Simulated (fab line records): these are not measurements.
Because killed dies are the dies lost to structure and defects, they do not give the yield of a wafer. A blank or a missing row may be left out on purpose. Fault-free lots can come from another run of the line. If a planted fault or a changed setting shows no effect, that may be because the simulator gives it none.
Chamber matching | flow nand_harc | 4 sister chambers for NHARC_A_STAIRCASE_DESCUM_219 on rie_diel-04
The step chemistry O2, time 3 s. 16 wafers are shown with their chamber, then 8 later ones without.

== WAFERS PAIRED WITH THEIR CHAMBERS ==
wafer  | chamber | showerhead_plenum_p_Torr (Torr) | drypump_motor_current_A (A) | oes_product_au (a.u.)
L074.3 | 1       | 1.92                            | 4.9                         | 1.000
L074.4 | 3       | 1.83                            | 5.3                         | 1.010
L074.5 | 3       | 1.83                            | 5.2                         | 1.007
L076.2 | 3       | 1.83                            | 5.3                         | 1.004
L076.4 | 1       | 1.92                            | 4.9                         | 1.010
L076.6 | 3       | 1.83                            | 5.2                         | 1.009
L078.3 | 0       | 1.91                            | 5.6                         | 1.001
L078.4 | 3       | 1.83                            | 5.2                         | 1.006
L078.6 | 1       | 1.92                            | 4.9                         | 1.012
L088.2 | 0       | 1.91                            | 5.6                         | 0.998
L088.4 | 2       | 1.89                            | 5.8                         | 1.007
L088.5 | 1       | 1.91                            | 4.9                         | 1.007
L087.2 | 1       | 1.91                            | 4.9                         | 1.016
L087.4 | 2       | 1.89                            | 5.8                         | 1.014
L087.5 | 1       | 1.91                            | 4.9                         | 1.010
L090.1 | 2       | 1.89                            | 5.9                         | 1.013

SIGNATURES, as means of the wafers listed above
reading                  | chamber 0 | chamber 1 | chamber 2 | chamber 3 | scatter within a chamber
showerhead_plenum_p_Torr | 1.9100    | 1.9150    | 1.8900    | 1.8300    | 0.00354
drypump_motor_current_A  | 5.600     | 4.900     | 5.833     | 5.240     | 0.0394
oes_product_au           | 0.99950   | 1.00917   | 1.01133   | 1.00720   | 0.00409
Rule: distance of a wafer from a chamber = root of the sum over the readings of ((wafer's reading minus chamber's mean) / reading's scatter) squared. If the next closest chamber is less than 2 further off than the closest, the wafer can't be placed; otherwise it belongs to the closest. The scatter is the square root of a quotient: the sum, over the shown wafers, of each reading's squared deviation from its chamber's mean, divided by wafers minus chambers.

== WAFERS WHOSE CHAMBER IS MISSING ==
wafer  | showerhead_plenum_p_Torr (Torr) | drypump_motor_current_A (A) | oes_product_au (a.u.)
L090.3 | 1.91                            | 4.9                         | 1.009
L090.6 | 1.89                            | 5.8                         | 1.022
L093.1 | 1.82                            | 5.2                         | 0.997
L093.3 | 1.88                            | 5.8                         | 0.997
L093.6 | 1.90                            | 5.6                         | 1.000
L095.1 | 1.90                            | 5.6                         | 1.009
L095.2 | 1.88                            | 5.8                         | 0.997
L095.4 | 1.91                            | 5.0                         | 1.010

== THE CHAMBER EACH PASSED THROUGH ==
wafer  | from the rows above | in truth
L090.3 | 1                   | 1
L090.6 | 2                   | 2
L093.1 | 3                   | 3
L093.3 | 2                   | 2
L093.6 | 0                   | 0
L095.1 | 0                   | 0
L095.2 | 2                   | 2
L095.4 | 1                   | 1
Placed correctly: 8 of 8. From these rows, 0 cannot be placed. Placed wrongly: 0.
